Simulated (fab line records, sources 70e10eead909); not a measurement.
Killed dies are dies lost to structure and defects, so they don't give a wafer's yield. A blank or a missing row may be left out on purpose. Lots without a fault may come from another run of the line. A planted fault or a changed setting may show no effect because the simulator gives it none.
fab line records | flow nand_harc
record lots=6 wafers=18 last_day=25
route steps=1159 shown A_STAIRCASE@695 END@1159
lots that met no fault: from a run of the same line without faults
start_h: hours from the record's first day to the start of the lot's first wafer shown | wait_h: hours since the lot's step before | " the same as in the row above | L1.1+2: a row that stands for several wafers | - no value, or no start given | * or withheld: withheld | < > ~ a bound
route shown NAME@n: a module of which the file shows steps, and the number in the route of the first | usual: mean/standard deviation of fault-free wafers | same: alike in all rows | chamber/n: place in a boat | sites: the reading at each site | _std_site: their standard deviation | _edge_site: outer sites' mean less inner sites' | radius_mm: how far each site lies from the wafer's centre | mask NAME#n: copy n | behind: the tool/chamber that last shaped the wafer | hold: why the lot was held/for how many hours/how that ended | device: the transistor (n, p or np) that didn't switch | end of line: the same wafers' tests at the end of the route | a step without rows: its recipe alone | killed: dies lost to structure and defects at the first sort, not the wafer's yield | map: a wafer's dies, x killed, . not, _ none there
set.NAME: the setting as run; set.NAME@STEP: as run at that earlier step | model.NAME: the simulator's own value behind a step, which no gauge read
lots at some steps of the route; a table a step, a row a wafer
services: from which hour (start_h, from the record's first day; less than 0 if before it) a tool's chamber was out of use, for how many hours, and why
## steps
# step NHARC_A_STAIRCASE_PRECLEAN_318
# recipe time_s=* temp_c=50 bath_age_min=0 chemistry=SC1
# step NHARC_A_STAIRCASE_SRD_329
# step NHARC_A_STAIRCASE_ALD_415
# recipe target_thk_a=300 pulse_time_s=6 ald_cycles=300 temp_c=300 material=SiO2
# step NHARC_A_STAIRCASE_ETCHBACK_416
# recipe target_depth_a=360 time_s=7.2 c4f8_flow_sccm=withheld o2_flow_sccm=8 ar_flow_sccm=withheld rf_w=600 bias_w=800 chemistry=C4F8/O2/Ar
# step NHARC_A_STAIRCASE_STRIP_476
# recipe time_s=20 o2_flow_sccm=500 ar_flow_sccm=0 bias_w=0 chemistry=O2
# usual drypump_motor_current_A=5.7/0.39 oes_product_au=1.000/0.0089 rf_vpp_V=57.6/0.91 showerhead_plenum_p_Torr=3.44/0.12 throttle_valve_pct=17.036/0.0092
# columns lot.wafer tool chamber start_h wait_h drypump_motor_current_A oes_product_au rf_hours_counter_h rf_vpp_V showerhead_plenum_p_Torr throttle_valve_pct
L631.1 rie_diel-07 0 281.57 0.1 5.8 1.005 12 57.0 3.76 17.051
L631.2 " 2 " " 5.9 1.003 13 56.9 3.56 17.047
L631.5 " 0 " " 5.8 1.011 - 58.4 3.76 17.032
L636.2 rie_diel-08 0 295.07 0.1 5.7 1.017 61 57.1 3.33 17.034
L636.4 " 2 " " 6.0 0.993 43 60.1 3.38 17.019
L636.5 " 3 " " 5.5 1.003 - 58.2 3.33 17.056
L638.1 rie_diel-01 2 326.75 0.1 6.0 1.003 1 57.8 3.61 17.040
L638.4 " 3 " " 5.4 0.987 1 57.5 3.47 17.037
L638.5 " 2 " " 6.0 1.004 - 58.2 3.61 17.023
L640.4 rie_diel-08 3 329.55 0.1 5.6 0.999 10 57.4 3.32 17.041
L640.3 " 1 " " 5.5 0.986 8 56.7 3.48 17.016
L640.6 " 2 " " 6.0 0.995 - 57.6 3.38 17.042
L644.1 rie_diel-01 0 339.69 0.1 6.7 1.002 8 57.8 3.30 17.027
L644.4 " 2 " " 6.0 0.990 6 57.1 3.61 17.029
L644.5 " 1 " " 5.1 0.995 - 57.8 3.34 17.046
L653.3 rie_diel-08 1 404.76 0.1 5.5 0.988 31 57.7 3.47 17.031
L653.6 " 0 " " 5.8 1.001 - 57.6 3.31 17.031
L653.5 " 1 " " 5.5 0.990 - 57.1 3.47 17.032
# step NHARC_A_STAIRCASE_DEP_417
# recipe target_thk_a=600 step_coverage_pct=20 temp_c=400 target_thk_nm=60 flow_sccm=200 rf_w=450 material=Si3N4
# step NHARC_A_STAIRCASE_WET_418
# recipe temp_c=160 target_depth_a=200 chemistry=H3PO4
# step NHARC_A_STAIRCASE_PRECLEAN_419
# recipe time_s=* temp_c=50 bath_age_min=0 chemistry=SC1
# step NHARC_A_STAIRCASE_SRD_421
# step NHARC_A_STAIRCASE_ALD_420
# recipe target_thk_a=200 pulse_time_s=6 ald_cycles=200 temp_c=300 material=SiO2
# step NHARC_A_STAIRCASE_CVD_552
# recipe target_thk_a=400 temp_c=700 pressure_mtorr=300 material=SiNx
# step NHARC_A_STAIRCASE_DEP_151
# recipe target_thk_a=38000 temp_c=400 target_thk_nm=3800 teos_flow_sccm=200 rf_w=500 material=SiO2
# usual heater_power_w=652/81
# columns lot.wafer tool chamber start_h wait_h heater_power_w since_wet_clean_h
L631.1 pecvd-03 2 291.52 0.4 743 168
L631.2 " 1 " " 610 168
L631.5 " 1 " " 497 -
L636.2 pecvd-02 1 306.64 0.6 698 141
L636.4 " 0 " " 717 -
L636.5 " 1 " " 629 -
L638.1 pecvd-01 2 339.89 0.5 647 90
L638.5 " 1 " " 530 -
L638.4 " 2 " " 577 -
L640.3 pecvd-01 2 344.07 0.6 680 94
L640.6 " 0 " " 635 -
L640.4 " 1 " " 512 -
L644.1 pecvd-01 1 349.14 0.8 631 99
L644.4 " 1 " " 523 -
L644.5 " 2 " " 578 -
L653.3 pecvd-01 2 415.51 0.4 592 165
L653.5 " 2 " " 583 -
L653.6 " 1 " " 521 -
# step NHARC_A_STAIRCASE_ANNEAL_320
# recipe temp_c=750 time_s=1800
# step NHARC_A_STAIRCASE_DEP_322
# recipe target_thk_a=38000 temp_c=400 target_thk_nm=3800 teos_flow_sccm=200 rf_w=500 material=SiO2
# usual heater_power_w=656/83
# columns lot.wafer tool chamber start_h wait_h heater_power_w since_wet_clean_h
L631.1 pecvd-01 2 299.97 0.6 628 50
L631.2 " 0 " " 766 50
L631.5 " 2 " " 576 -
L636.2 pecvd-01 0 313.48 0.1 750 63
L636.5 " 1 " " 516 -
L636.4 " 2 " " 571 -
L638.1 pecvd-03 0 347.03 0.3 724 42
L638.5 " 2 " " 659 -
L638.4 " 0 " " 663 -
L640.3 pecvd-02 2 353.92 0.2 717 7
L640.4 " 1 " " 654 -
L640.6 " 0 " " 670 -
L644.1 pecvd-02 2 354.58 0.8 625 8
L644.5 " 1 " " 672 -
L644.4 " 2 " " 635 -
L653.3 pecvd-02 2 422.87 0.4 738 76
L653.5 " 0 " " 656 -
L653.6 " 2 " " 631 -
# step NHARC_A_STAIRCASE_ANNEAL_323
# recipe temp_c=750 time_s=1800
# step NHARC_A_STAIRCASE_DEP_325
# recipe target_thk_a=38000 temp_c=400 target_thk_nm=3800 teos_flow_sccm=200 rf_w=500 material=SiO2
# usual heater_power_w=654/85
# columns lot.wafer tool chamber start_h wait_h heater_power_w since_wet_clean_h
L631.1 pecvd-02 2 307.12 0.7 739 141
L631.2 " 0 " " 722 141
L631.5 " 0 " " 714 -
L636.2 pecvd-02 2 321.52 0.2 778 155
L636.5 " 0 " " 701 -
L636.4 " 1 " " 639 -
L638.1 pecvd-01 0 356.19 0.2 786 106
L638.5 " 2 " " 571 -
L638.4 " 0 " " 622 -
L644.1 pecvd-01 1 364.06 0.7 577 114
L644.5 " 2 " " 584 -
L644.4 " 0 " " 611 -
L640.3 pecvd-02 2 364.14 0.8 791 17
L640.6 " 0 " " 663 -
L640.4 " 2 " " 623 -
L653.3 pecvd-01 0 432.47 0.4 704 1
L653.6 " 2 " " 619 -
L653.5 " 1 " " 482 -
# step NHARC_A_STAIRCASE_ANNEAL_326
# recipe temp_c=750 time_s=1800
# step NHARC_A_STAIRCASE_DEHYDRATE_433
# recipe temp_c=150 time_s=120
# step NHARC_A_STAIRCASE_HMDS_434
# recipe time_s=30
# step NHARC_A_STAIRCASE_COAT_435
# recipe spin_rpm=1200
# step NHARC_A_STAIRCASE_SOFTBAKE_436
# recipe temp_c=135 time_s=170
# step NHARC_A_STAIRCASE_EBR_437
# step NHARC_A_STAIRCASE_EXPOSE_438
# recipe na=0.5 dose_mj=28.97 mask_id=STAIR_REV
# step NHARC_A_STAIRCASE_PEB_439
# recipe peb_temp_c=115 peb_time_s=130
# step NHARC_A_STAIRCASE_DEVELOP_440
# recipe time_s=140
# step NHARC_A_STAIRCASE_HARDBAKE_442
# recipe temp_c=120 time_s=140
# step NHARC_A_STAIRCASE_DESCUM_443
# recipe time_s=3 o2_flow_sccm=200 ar_flow_sccm=0 bias_power_w=0 chemistry=O2
# step NHARC_A_STAIRCASE_ETCH_444
# recipe target_depth_a=1.02e+05 time_s=3400 c4f8_flow_sccm=20 o2_flow_sccm=10 ar_flow_sccm=withheld rf_w=600 bias_w=1000 chemistry=C4F8/O2
# step NHARC_A_STAIRCASE_STRIP_446
# recipe power_w=1500 temp_c=250 chemistry=O2
# usual drypump_motor_current_A=5.8/0.46 heater_power_w=326/20 temp_c=250.01/0.19
# columns lot.wafer tool chamber start_h wait_h drypump_motor_current_A heater_power_w rf_hours_counter_h temp_c
L631.2 plasma_asher-02 1 320.01 0.0 6.3 374 45 250.09
L631.1 " 0 " " 5.4 322 45 249.87
L631.5 " 0 " " 5.4 316 - 250.10
L636.2 plasma_asher-02 1 333.53 0.0 6.3 370 51 250.12
L636.4 " 1 " " 6.3 369 - 250.23
L636.5 " 1 " " 6.4 368 - 250.43
L638.1 plasma_asher-01 0 367.58 0.2 5.9 309 31 250.05
L638.4 " 0 " " 5.9 303 - 250.19
L638.5 " 1 " " 5.2 326 - 250.26
L640.4 plasma_asher-02 1 373.92 0.1 6.3 349 - 249.94
L640.3 " 0 " " 5.4 316 - 249.98
L640.6 " 0 " " 5.4 318 - 250.01
L644.1 plasma_asher-02 0 375.67 0.3 5.4 308 2 249.96
L644.4 " 1 " " 6.4 352 - 250.34
L644.5 " 1 " " 6.3 357 - 250.23
L653.3 plasma_asher-01 0 442.37 0.1 5.9 307 - 250.36
L653.5 " 0 " " 5.9 302 - 250.40
L653.6 " 1 " " 5.2 327 - 250.07
# step NHARC_A_STAIRCASE_STRIP_447
# recipe time_s=900 temp_c=130 chemistry=SPM
# step NHARC_A_STAIRCASE_PRECLEAN_448
# recipe time_s=* temp_c=50 bath_age_min=0 chemistry=SC1
# step NHARC_A_STAIRCASE_SRD_449
# step NHARC_A_STAIRCASE_CMP_450
# recipe target_thk_nm=200 material=SiO2
# usual motor_current_A=12.2/1.3
# columns lot.wafer tool chamber start_h wait_h motor_current_A
L631.1 cmp-02 2 320.81 - 9.7
L631.2 " 0 " " 11.8
L631.5 " 2 " " 9.5
L636.4 cmp-02 2 334.33 - 9.8
L636.2 " 1 " " 12.9
L636.5 " 2 " " 10.0
L638.1 cmp-02 1 368.33 - 12.8
L638.4 " 3 " " 14.0
L638.5 " 1 " " 12.3
L640.3 cmp-04 2 374.65 - 11.7
L640.4 " 3 " " 12.0
L640.6 " 0 " " 13.6
L644.4 cmp-04 1 376.43 - 11.5
L644.1 " 3 " " 11.5
L644.5 " 2 " " 11.8
L653.3 cmp-02 2 443.10 - 10.0
L653.6 " 0 " " 11.7
L653.5 " 1 " " 12.9
# step NHARC_A_STAIRCASE_CMP_152
# step NHARC_A_STAIRCASE_SRD_154
# step NHARC_END_SORT_01
# recipe temp_c=25
# usual killed_at_array=29/10 killed_at_other=0.7/1.1 killed_at_periphery=3.2/2.2 killed_dies=33/11 killed_open=3.5/1.8 killed_short=2.0/1.4
# same gross_dies=677
# columns lot.wafer tool chamber start_h wait_h killed_at_array killed_at_other killed_at_periphery killed_dies killed_open killed_short
L638.1 prober-02 0 498.24 2.5 29 1 4 34 2 1
L640.3 prober-01 0 507.52 3.1 84 0 2 86 5 3
L640.4 prober-01 0 508.31 3.4 77 0 5 82 5 2
L640.6 prober-01 0 509.90 4.0 33 3 1 37 2 0
L644.1 prober-01 0 521.57 2.5 73 0 2 75 7 1
L644.4 prober-01 0 524.00 3.4 73 0 2 75 3 0
L644.5 prober-01 0 524.81 3.7 84 2 0 86 0 1
# killed by level:class
L638.1 A_SLIT:chamber_film_flake=9 A_STAIRCASE:chamber_film_flake=7 A_CHANNEL_HOLE_D1:chamber_film_flake=4 P_STI:chamber_film_flake=3 A_CONTACT:chamber_film_flake=3 A_WL_FILL:chamber_film_flake=2 A_BONDPAD:chamber_film_flake=2 P_CONTACT:geometric_particle:open=1
L640.3 A_STAIRCASE:unspecified=65 A_CHANNEL_HOLE_D1:chamber_film_flake=11 P_CONTACT:geometric_particle:short=1 P_CONTACT:geometric_particle:open=1 A_SOURCE_PLATE:geometric_particle:open=1 A_CHANNEL_FILL_D1:geometric_particle:open=1 A_SGD_CUT:geometric_particle:open=1 A_SGD_CUT:geometric_particle:short=1
L640.4 A_STAIRCASE:unspecified=56 A_CHANNEL_HOLE_D1:chamber_film_flake=10 A_SLIT:chamber_film_flake=3 P_GATE:geometric_particle:open=2 P_ZERO_WELL:chamber_film_flake=2 A_STAIRCASE:chamber_film_flake=2 A_SOURCE_PLATE:geometric_particle:open=1 A_ONON_D1:geometric_particle:short=1
L640.6 A_STAIRCASE:unspecified=16 A_CHANNEL_HOLE_D1:chamber_film_flake=10 A_STAIRCASE:chamber_film_flake=3 A_CONTACT:chamber_film_flake=2 THIN_TSV:chamber_film_flake=2 A_CHANNEL_FILL_D1:geometric_particle:open=1 P_GATE:chamber_film_flake=1 STARTING-WAFER:geometric_particle:open=1
L644.1 A_STAIRCASE:unspecified=49 A_CONTACT:chamber_film_flake=8 A_CHANNEL_HOLE_D1:chamber_film_flake=6 A_STAIRCASE:chamber_film_flake=3 A_ONON_D1:geometric_particle:open=2 A_M0:geometric_particle:open=2 P_GATE:geometric_particle:short=1 P_CONTACT:geometric_particle:open=1
L644.4 A_STAIRCASE:unspecified=57 A_STAIRCASE:chamber_film_flake=5 A_CHANNEL_HOLE_D1:chamber_film_flake=4 A_SLIT:chamber_film_flake=2 A_CONTACT:chamber_film_flake=2 P_M0:geometric_particle:open=1 A_CONTACT:geometric_particle:open=1 A_BLC:geometric_particle:open=1
L644.5 A_STAIRCASE:unspecified=68 A_CHANNEL_HOLE_D1:chamber_film_flake=9 A_CONTACT:chamber_film_flake=4 A_SLIT:chamber_film_flake=2 THIN_TSV:chamber_film_flake=2 A_WL_FILL:geometric_particle:short=1
# map L640.3 (x killed, . not)
____________.____________
_________......._________
_______xx.x......._______
______xx.xx.x......______
_____.xxxxxx.x......_____
____.xxxxxxxx........____
____xxxxxxxx....x....____
___x.xxxxxxx..x.......___
___..xxxxxxx.x........___
__...xxxxxxxx..........__
__....xxxx.xx..........__
_.....xxxxx............._
_x.....xxxx............._
_.....xx...x............_
_......x..........x....._
_.x....x................_
.........................
.....x.............x.....
.........................
.........................
.........................
_......................._
_......................._
_......................._
_......................._
_....x.........x........_
__................x....__
__.....................__
___...................___
___...................___
____.................____
____.................____
_____..............._____
______.............______
_______..........._______
_________...x..._________
____________.____________
# map L644.5 (x killed, . not)
____________.____________
_________......._________
_______.xx........_______
______x.xxx........______
_____.xx.x.x.....x.._____
____x.xxxxxx.........____
____.xxxxxxx.........____
___.xxxxxxx.x.........___
___xxxxxxxxx..........___
__..xxxxxxxx...........__
__...xxxxxx............__
_.....xx.xxx............_
_......xxx.x..xx........_
_......xx.x............._
_......................._
_.......x..............._
.........................
....................x....
..........x..............
.........................
..............x..........
_......................._
_...........xx.x........_
_..........xx.x........._
_.............x........._
_.................x....._
__.....................__
__.....................__
___.....x.............___
___...................___
____............x....____
____.x...............____
_____..............._____
______............x______
_______..........._______
_________......._________
____________.____________
## services
# columns tool chamber start_h hours kind
cmp-02 - 261.23 0.5 repair
cmp-02 - 270.04 0.8 repair
plasma_asher-01 - 276.00 9.0 pm
pecvd-02 0 277.81 12.3 repair
pecvd-03 - 292.09 13.0 pm
cmp-04 - 301.07 4.0 pm
rie_diel-08 - 302.88 9.0 pm
rie_diel-01 - 314.93 9.0 pm
rie_diel-08 - 321.30 0.4 repair
pecvd-03 - 322.14 0.4 repair
cmp-02 - 324.56 4.0 pm
pecvd-02 - 334.20 13.0 pm
cmp-04 - 337.88 0.6 repair
rie_diel-08 1 348.57 18.6 repair
plasma_asher-02 - 360.00 9.0 pm
pecvd-03 0 360.14 23.0 repair
rie_diel-01 1 385.95 10.3 repair
cmp-04 - 399.07 4.0 pm
rie_diel-07 - 405.57 9.0 pm
plasma_asher-01 - 411.55 8.2 repair
cmp-02 - 415.29 1.5 repair
pecvd-01 - 418.40 13.0 pm
pecvd-01 0 418.40 13.0 vent_cycle
cmp-02 - 422.56 4.0 pm
## key
first_sign step=NHARC_END_SORT_01 reading=killed_at_array direction=up sigmas=4.1 usual=29 struck=71 wafers_moved=5
effect step=NHARC_END_SORT_01 reading=killed_dies direction=up sigmas=3.8 usual=33 struck=74 wafers_moved=5
more_kills_born_at NHARC_A_STAIRCASE_DEP_151@pecvd-01=311
met_at NHARC_A_STAIRCASE_DEP_151
struck_wafers L640.3,L640.4,L640.6,L644.1,L644.4,L644.5
tester_left_out L640,L644
onset_between 339.89 344.07
also_fits NHARC_A_STAIRCASE_STRIP_446:plasma_asher-02,NHARC_A_STAIRCASE_CMP_450:cmp-04
fault kind=chamber_particle_source tool=pecvd-01 chamber=- onset_h=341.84 steps=NHARC_A_STAIRCASE_DEP_151 rate_per_visit_cm2=0.37732 end_h=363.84
# tester_left_out: of these lots the tester's yield and bins aren't shown, on N5 and GAA mostly nor the transistor test; their killed dies are dies lost to structure and defects alone, not to doping, threshold or leakage, so they don't give the yield
